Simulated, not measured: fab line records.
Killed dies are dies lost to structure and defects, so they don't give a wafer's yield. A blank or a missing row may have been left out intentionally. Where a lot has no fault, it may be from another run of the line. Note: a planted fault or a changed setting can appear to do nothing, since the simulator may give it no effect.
Matching of chambers    flow n5_finfet    N5_GATE_CUT_CMP_43 on cmp-03: 4 sister chambers
The step polishes SiO2. 4 wafers are shown with their chamber, then 9 later ones without.

== WAFERS, EACH WITH ITS CHAMBER ==
wafer   chamber  motor_current_A (A)
L086.4  1        13.2
L091.1  0        11.2
L091.3  3        14.5
L091.4  2        14.1

== WAFERS WITH NO CHAMBER GIVEN ==
wafer   motor_current_A (A)
L093.1  11.0
L093.2  13.0
L093.3  14.4
L094.4  13.7
L094.5  14.4
L094.6  13.0
L095.2  14.0
L095.4  14.5
L095.5  14.4

== WHICH CHAMBER EACH ONE RAN IN ==
wafer    from the rows above       in truth
L093.1   0                         0
L093.2   1                         1
L093.3   can't be placed: 3 or 2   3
L094.4   can't be placed: 2 or 1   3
L094.5   can't be placed: 3 or 2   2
L094.6   1                         1
L095.2   2                         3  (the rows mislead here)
L095.4   3                         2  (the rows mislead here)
L095.5   can't be placed: 3 or 2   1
3 of 9 placed correctly. Cannot be placed on the basis of these rows: 4; the candidates contain the true chamber in 2. Number placed wrongly: 2.
How it was worked out, from the rows above alone: a wafer's distance from a chamber is the root of the sum, over the readings, of the square of ((its reading less the chamber's mean) divided by the reading's scatter). If the next closest chamber is less than 2 further off than the closest, the wafer can't be placed; otherwise it belongs to the closest. Each chamber's mean is taken over the wafers shown for it. The scatter: with one shown wafer a chamber, the root of the mean of the squares of how far each hidden wafer lies from its nearest shown one.
